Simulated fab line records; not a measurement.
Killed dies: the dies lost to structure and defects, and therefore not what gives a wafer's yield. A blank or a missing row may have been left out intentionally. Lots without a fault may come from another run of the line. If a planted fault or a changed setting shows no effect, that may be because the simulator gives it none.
Chamber matching :: flow n5-finfet :: N5_BEOL_M0_SAQP_PECVD_03 on pecvd-04 has 3 sister chambers
The step deposits SiCN from 3MS/NH3, target thk 12 nm, time 21.1 s. 3 wafers are shown with their chamber, then 8 later ones without.

## EACH WAFER AND ITS CHAMBER
wafer: L087.4
chamber: 1
throttle-valve-pct (%): 9.1

wafer: L088.4
chamber: 2
throttle-valve-pct (%): 10.4

wafer: L089.1
chamber: 0
throttle-valve-pct (%): 9.4

## WAFERS WITHOUT THEIR CHAMBER
wafer: L089.2
throttle-valve-pct (%): 9.1

wafer: L089.3
throttle-valve-pct (%): 10.7

wafer: L089.4
throttle-valve-pct (%): 9.3

wafer: L089.5
throttle-valve-pct (%): 9.3

wafer: L089.6
throttle-valve-pct (%): 10.6

wafer: L093.2
throttle-valve-pct (%): 9.2

wafer: L093.4
throttle-valve-pct (%): 9.4

wafer: L093.6
throttle-valve-pct (%): 9.2

## THE CHAMBER EACH PASSED THROUGH
wafer: L089.2
from the rows above: 1
in truth: 1

wafer: L089.3
from the rows above: 2
in truth: 2

wafer: L089.4
from the rows above: can't be placed: 0 or 1
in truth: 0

wafer: L089.5
from the rows above: can't be placed: 0 or 1
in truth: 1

wafer: L089.6
from the rows above: 2
in truth: 2

wafer: L093.2
from the rows above: can't be placed: 1 or 0
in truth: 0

wafer: L093.4
from the rows above: 0
in truth: 0

wafer: L093.6
from the rows above: can't be placed: 1 or 0
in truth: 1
Placed correctly: 4 of 8. From these rows, 4 cannot be placed; in 4 the true chamber is one of the candidates. Wrongly placed: 0.
How it was worked out, from the rows above alone: a wafer's distance from a chamber is the root of the sum, over the readings, of the square of ((its reading less the chamber's mean) divided by the reading's scatter). The wafer belongs to the nearest chamber; if the next one is less than 2 further off, it can't be placed. A chamber's mean is the mean of its shown wafers. The scatter: root of mean squared gap, hidden wafer to nearest shown wafer, with one shown wafer a chamber.
